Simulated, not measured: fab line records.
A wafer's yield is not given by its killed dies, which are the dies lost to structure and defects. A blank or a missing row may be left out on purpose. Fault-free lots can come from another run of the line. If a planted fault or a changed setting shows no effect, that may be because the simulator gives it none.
Split-lot study / flow n5-finfet / 39 wafers read from 7 lots, route of 1938 steps

== THE SPLIT ITSELF ==
At N5_BEOL_M0_SAQP_DEVELOP_13 (develop time 30 s), the setting develop-time-s was moved away from the recipe's 30 s on 18 of the 39 wafers read, by -56.2% to +51.5%. All remaining wafers had this setting at the recipe value.

The file shows no step between the split and the reading.

== THE READING ==
At N5_BEOL_M0_SAQP_CD_MEAS_14: cd-nm in nanometres, against a target cd of 42.5 nm. Typical for fault-free wafers on this fab line: 42.3 nm, with standard deviation 0.33 nm.

wafer=L074.1; tool, chamber at the split=litho-track-05, 0; develop-time-s as run, s=30; against the recipe=recipe; cd-nm, nm=41.6; against lot-mates on the recipe=-
wafer=L074.2; tool, chamber at the split=litho-track-05, 0; develop-time-s as run, s=30; against the recipe=recipe; cd-nm, nm=42.4; against lot-mates on the recipe=-
wafer=L074.3; tool, chamber at the split=litho-track-05, 0; develop-time-s as run, s=44.94; against the recipe=+49.8%; cd-nm, nm=41.1; against lot-mates on the recipe=-0.9
wafer=L074.4; tool, chamber at the split=litho-track-05, 0; develop-time-s as run, s=30; against the recipe=recipe; cd-nm, nm=41.9; against lot-mates on the recipe=-
wafer=L074.5; tool, chamber at the split=litho-track-05, 0; develop-time-s as run, s=44.94; against the recipe=+49.8%; cd-nm, nm=41.4; against lot-mates on the recipe=-0.6
wafer=L074.6; tool, chamber at the split=litho-track-05, 0; develop-time-s as run, s=44.94; against the recipe=+49.8%; cd-nm, nm=41.5; against lot-mates on the recipe=-0.5
wafer=L078.1; tool, chamber at the split=litho-track-04, 0; develop-time-s as run, s=30; against the recipe=recipe; cd-nm, nm=42.7; against lot-mates on the recipe=-
wafer=L078.2; tool, chamber at the split=litho-track-04, 0; develop-time-s as run, s=38.83; against the recipe=+29.4%; cd-nm, nm=42.1; against lot-mates on the recipe=-0.2
wafer=L078.3; tool, chamber at the split=litho-track-04, 0; develop-time-s as run, s=38.83; against the recipe=+29.4%; cd-nm, nm=42.1; against lot-mates on the recipe=-0.2
wafer=L078.4; tool, chamber at the split=litho-track-04, 0; develop-time-s as run, s=30; against the recipe=recipe; cd-nm, nm=42.1; against lot-mates on the recipe=-
wafer=L078.5; tool, chamber at the split=litho-track-04, 0; develop-time-s as run, s=30; against the recipe=recipe; cd-nm, nm=42.2; against lot-mates on the recipe=-
wafer=L078.6; tool, chamber at the split=litho-track-04, 0; develop-time-s as run, s=38.83; against the recipe=+29.4%; cd-nm, nm=41.7; against lot-mates on the recipe=-0.6
wafer=L083.1; tool, chamber at the split=litho-track-04, 0; develop-time-s as run, s=30; against the recipe=recipe; cd-nm, nm=42.3; against lot-mates on the recipe=-
wafer=L083.2; tool, chamber at the split=litho-track-04, 0; develop-time-s as run, s=45.45; against the recipe=+51.5%; cd-nm, nm=40.4; against lot-mates on the recipe=-1.7
wafer=L083.3; tool, chamber at the split=litho-track-04, 0; develop-time-s as run, s=30; against the recipe=recipe; cd-nm, nm=41.7; against lot-mates on the recipe=-
wafer=L083.4; tool, chamber at the split=litho-track-04, 0; develop-time-s as run, s=45.45; against the recipe=+51.5%; cd-nm, nm=41.1; against lot-mates on the recipe=-1.0
wafer=L083.5; tool, chamber at the split=litho-track-04, 0; develop-time-s as run, s=30; against the recipe=recipe; cd-nm, nm=42.2; against lot-mates on the recipe=-
wafer=L083.6; tool, chamber at the split=litho-track-04, 0; develop-time-s as run, s=45.45; against the recipe=+51.5%; cd-nm, nm=41.3; against lot-mates on the recipe=-0.8
wafer=L087.1; tool, chamber at the split=litho-track-05, 0; develop-time-s as run, s=13.15; against the recipe=-56.2%; cd-nm, nm=44.3; against lot-mates on the recipe=+1.9
wafer=L087.2; tool, chamber at the split=litho-track-05, 0; develop-time-s as run, s=30; against the recipe=recipe; cd-nm, nm=42.3; against lot-mates on the recipe=-
wafer=L087.3; tool, chamber at the split=litho-track-05, 0; develop-time-s as run, s=30; against the recipe=recipe; cd-nm, nm=42.7; against lot-mates on the recipe=-
wafer=L087.4; tool, chamber at the split=litho-track-05, 0; develop-time-s as run, s=30; against the recipe=recipe; cd-nm, nm=42.3; against lot-mates on the recipe=-
wafer=L087.5; tool, chamber at the split=litho-track-05, 0; develop-time-s as run, s=13.15; against the recipe=-56.2%; cd-nm, nm=44.2; against lot-mates on the recipe=+1.8
wafer=L087.6; tool, chamber at the split=litho-track-05, 0; develop-time-s as run, s=13.15; against the recipe=-56.2%; cd-nm, nm=44.7; against lot-mates on the recipe=+2.3
wafer=L088.1; tool, chamber at the split=litho-track-05, 0; develop-time-s as run, s=30; against the recipe=recipe; cd-nm, nm=42.5; against lot-mates on the recipe=-
wafer=L088.2; tool, chamber at the split=litho-track-05, 0; develop-time-s as run, s=43.58; against the recipe=+45.3%; cd-nm, nm=41.6; against lot-mates on the recipe=-0.7
wafer=L088.3; tool, chamber at the split=litho-track-05, 0; develop-time-s as run, s=43.58; against the recipe=+45.3%; cd-nm, nm=41.4; against lot-mates on the recipe=-0.9
wafer=L088.4; tool, chamber at the split=litho-track-05, 0; develop-time-s as run, s=30; against the recipe=recipe; cd-nm, nm=42.1; against lot-mates on the recipe=-
wafer=L088.5; tool, chamber at the split=litho-track-05, 0; develop-time-s as run, s=43.58; against the recipe=+45.3%; cd-nm, nm=41.7; against lot-mates on the recipe=-0.6
wafer=L088.6; tool, chamber at the split=litho-track-05, 0; develop-time-s as run, s=30; against the recipe=recipe; cd-nm, nm=42.2; against lot-mates on the recipe=-
wafer=L090.1; tool, chamber at the split=litho-track-04, 0; develop-time-s as run, s=20.87; against the recipe=-30.4%; cd-nm, nm=43.3; against lot-mates on the recipe=+0.7
wafer=L090.2; tool, chamber at the split=litho-track-04, 0; develop-time-s as run, s=30; against the recipe=recipe; cd-nm, nm=42.8; against lot-mates on the recipe=-
wafer=L090.3; tool, chamber at the split=litho-track-04, 0; develop-time-s as run, s=20.87; against the recipe=-30.4%; cd-nm, nm=43.3; against lot-mates on the recipe=+0.7
wafer=L090.4; tool, chamber at the split=litho-track-04, 0; develop-time-s as run, s=30; against the recipe=recipe; cd-nm, nm=42.5; against lot-mates on the recipe=-
wafer=L090.5; tool, chamber at the split=litho-track-04, 0; develop-time-s as run, s=20.87; against the recipe=-30.4%; cd-nm, nm=43.6; against lot-mates on the recipe=+1.0
wafer=L090.6; tool, chamber at the split=litho-track-04, 0; develop-time-s as run, s=30; against the recipe=recipe; cd-nm, nm=42.4; against lot-mates on the recipe=-
wafer=L094.1; tool, chamber at the split=litho-track-04, 0; develop-time-s as run, s=30; against the recipe=recipe; cd-nm, nm=42.7; against lot-mates on the recipe=-
wafer=L094.3; tool, chamber at the split=litho-track-04, 0; develop-time-s as run, s=30; against the recipe=recipe; cd-nm, nm=42.9; against lot-mates on the recipe=-
wafer=L094.6; tool, chamber at the split=litho-track-04, 0; develop-time-s as run, s=30; against the recipe=recipe; cd-nm, nm=42.9; against lot-mates on the recipe=-

FIT RESULTS
A straight line over all 39 wafers: cd-nm changes by -0.0273 nm for each +1% of develop-time-s; r = -0.91; the points scatter about the line by 0.37 nm.
The same after taking each lot's own level away (the mean of its wafers on the recipe; 39 wafers): -0.0233 nm for each +1%; r = -0.91; scatter 0.32 nm.
According to that fit, moving develop-time-s by its largest amount changes the reading by 1.3 nm.
The lots' own levels span 41.97 to 42.83 nm, that is 2.6 times the standard deviation above.
Hence the slope depends on the lot-to-lot level, as the two fits are not the same.
Check: for one of the wafers moved furthest among these (-56.2%), held out of the fit, the line's prediction against its lot-mates is +1.4 nm. Against them it came out at +1.87 nm.

== FURTHER SPLITS ON THESE WAFERS ==
Other splits were also applied to these wafers ahead of the reading. Each is held against what the fit with the lots' levels taken away leaves over:
other split on the same wafers=N5_FIN_SAQP_HM_DEP_03 time-s; wafers away from the commonest value=9; r with cd-nm (lot level and that fit taken away)=+0.04
other split on the same wafers=N5_FIN_SAQP_SPACER1_ALD_24 ald-cycles; wafers away from the commonest value=15; r with cd-nm (lot level and that fit taken away)=-0.03
other split on the same wafers=N5_SD_EPI_P_ETCH_16 target-depth-a; wafers away from the commonest value=12; r with cd-nm (lot level and that fit taken away)=-0.02

== FILE'S OWN FIT ==
cd-nm changes by -0.0222 nm for each +1% of develop-time-s, r = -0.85.
